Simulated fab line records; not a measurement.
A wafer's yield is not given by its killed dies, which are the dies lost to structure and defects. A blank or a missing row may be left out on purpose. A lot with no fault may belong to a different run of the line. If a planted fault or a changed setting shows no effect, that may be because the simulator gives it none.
Lot-split experiment + flow n5 finfet + 39 wafers read across 7 lots, on a route 1938 steps long

## ABOUT THE SPLIT
At N5_DUMMY_GATE_PECVD_30 (deposits SiO2 from TEOS/O2, target thk 55 nm, time 10.8 s), the setting time s was moved away from the recipe's 10.8 s on 12 of the 39 wafers read, by -45.5% to +16.2%. This setting was run at the recipe's value on the other wafers.

The split's own step is where the reading is taken.

## THE READING
SiO2_of_DUMMY_GATE_PECVD_30.thk nm (the simulator's own value, which no gauge read), in nm, at N5_DUMMY_GATE_PECVD_30 (deposits SiO2 from TEOS/O2, target thk 55 nm, time 10.8 s). The file gives no usual value for it. Across the 27 wafers here that went through the recipe, the average is 54.6 nm and the standard deviation 0.8 nm.

| wafer  | tool, chamber at the split | time s as run, s | against the recipe | SiO2_of_DUMMY_GATE_PECVD_30.thk nm, nm | against lot-mates on the recipe |
|--------|----------------------------|------------------|--------------------|----------------------------------------|---------------------------------|
| L077.1 | pecvd-01, 0                | 10.8             | recipe             | 54.4                                   | -                               |
| L077.2 | pecvd-01, 1                | 5.888            | -45.5%             | 28.8                                   | -26.1                           |
| L077.3 | pecvd-01, 2                | 5.888            | -45.5%             | 30.8                                   | -24.1                           |
| L077.4 | pecvd-01, 2                | 10.8             | recipe             | 55.4                                   | -                               |
| L077.5 | pecvd-01, 1                | 5.888            | -45.5%             | 29                                     | -25.9                           |
| L077.6 | pecvd-01, 0                | 10.8             | recipe             | 54.8                                   | -                               |
| L080.1 | pecvd-03, 0                | 10.8             | recipe             | 54.2                                   | -                               |
| L080.2 | pecvd-03, 1                | 12.55            | +16.2%             | 62.4                                   | +7.7                            |
| L080.3 | pecvd-03, 2                | 12.55            | +16.2%             | 62                                     | +7.3                            |
| L080.4 | pecvd-03, 1                | 10.8             | recipe             | 55.6                                   | -                               |
| L080.5 | pecvd-03, 2                | 10.8             | recipe             | 54.4                                   | -                               |
| L080.6 | pecvd-03, 0                | 12.55            | +16.2%             | 63.2                                   | +8.5                            |
| L086.1 | pecvd-01, 0                | 9.179            | -15.0%             | 46.4                                   | -8.4                            |
| L086.2 | pecvd-01, 2                | 10.8             | recipe             | 54.8                                   | -                               |
| L086.3 | pecvd-01, 1                | 9.179            | -15.0%             | 44.8                                   | -10.0                           |
| L086.4 | pecvd-01, 2                | 10.8             | recipe             | 55.4                                   | -                               |
| L086.5 | pecvd-01, 1                | 10.8             | recipe             | 54.2                                   | -                               |
| L086.6 | pecvd-01, 0                | 9.179            | -15.0%             | 46.2                                   | -8.6                            |
| L088.1 | pecvd-02, 0                | 10.8             | recipe             | 54                                     | -                               |
| L088.2 | pecvd-02, 1                | 10.8             | recipe             | 54.8                                   | -                               |
| L088.3 | pecvd-02, 2                | 10.8             | recipe             | 55.4                                   | -                               |
| L088.4 | pecvd-02, 1                | 10.8             | recipe             | 55.8                                   | -                               |
| L088.5 | pecvd-02, 2                | 10.8             | recipe             | 56.6                                   | -                               |
| L088.6 | pecvd-02, 0                | 10.8             | recipe             | 55.6                                   | -                               |
| L089.1 | pecvd-03, 1                | 10.8             | recipe             | 54                                     | -                               |
| L089.2 | pecvd-03, 0                | 10.8             | recipe             | 53.8                                   | -                               |
| L089.3 | pecvd-03, 2                | 10.8             | recipe             | 53.6                                   | -                               |
| L089.4 | pecvd-03, 1                | 10.8             | recipe             | 54.8                                   | -                               |
| L089.5 | pecvd-03, 2                | 10.8             | recipe             | 54.6                                   | -                               |
| L089.6 | pecvd-03, 0                | 10.8             | recipe             | 54.4                                   | -                               |
| L093.1 | pecvd-03, 1                | 10.8             | recipe             | 54.4                                   | -                               |
| L093.2 | pecvd-03, 2                | 10.8             | recipe             | 53                                     | -                               |
| L093.3 | pecvd-03, 0                | 6.862            | -36.5%             | 34.6                                   | -19.5                           |
| L093.4 | pecvd-03, 1                | 6.862            | -36.5%             | 35.8                                   | -18.3                           |
| L093.5 | pecvd-03, 0                | 10.8             | recipe             | 55                                     | -                               |
| L093.6 | pecvd-03, 2                | 6.862            | -36.5%             | 35.4                                   | -18.7                           |
| L095.1 | pecvd-03, 0                | 10.8             | recipe             | 53.2                                   | -                               |
| L095.4 | pecvd-03, 0                | 10.8             | recipe             | 54.6                                   | -                               |
| L095.5 | pecvd-03, 2                | 10.8             | recipe             | 54.2                                   | -                               |

THE FIT
A straight line over all 39 wafers: SiO2_of_DUMMY_GATE_PECVD_30.thk nm changes by +0.54 nm for each +1% of time s; r = +1.00; the points scatter about the line by 0.85 nm.
The same after taking each lot's own level away (the mean of its wafers on the recipe; 39 wafers): +0.538 nm for each +1%; r = +1.00; scatter 0.81 nm.
Per that fit: largest time s move, reading shift of 24 nm.
Measured against the standard deviation above, the lots' own levels, which go from 54.00 to 55.37 nm, span 1.7 times it.
The two slopes are in agreement: the lot-to-lot level therefore moves the slope only a little.
Check: -24.3 nm against its lot-mates is what the line predicts for one of the wafers moved furthest among these (-45.5%) when that wafer is left out of the fit. Against them it came out at -26.1 nm.

## FILE'S OWN FIT
SiO2_of_DUMMY_GATE_PECVD_30.thk nm changes by +0.541 nm for each +1% of time s, r = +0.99.
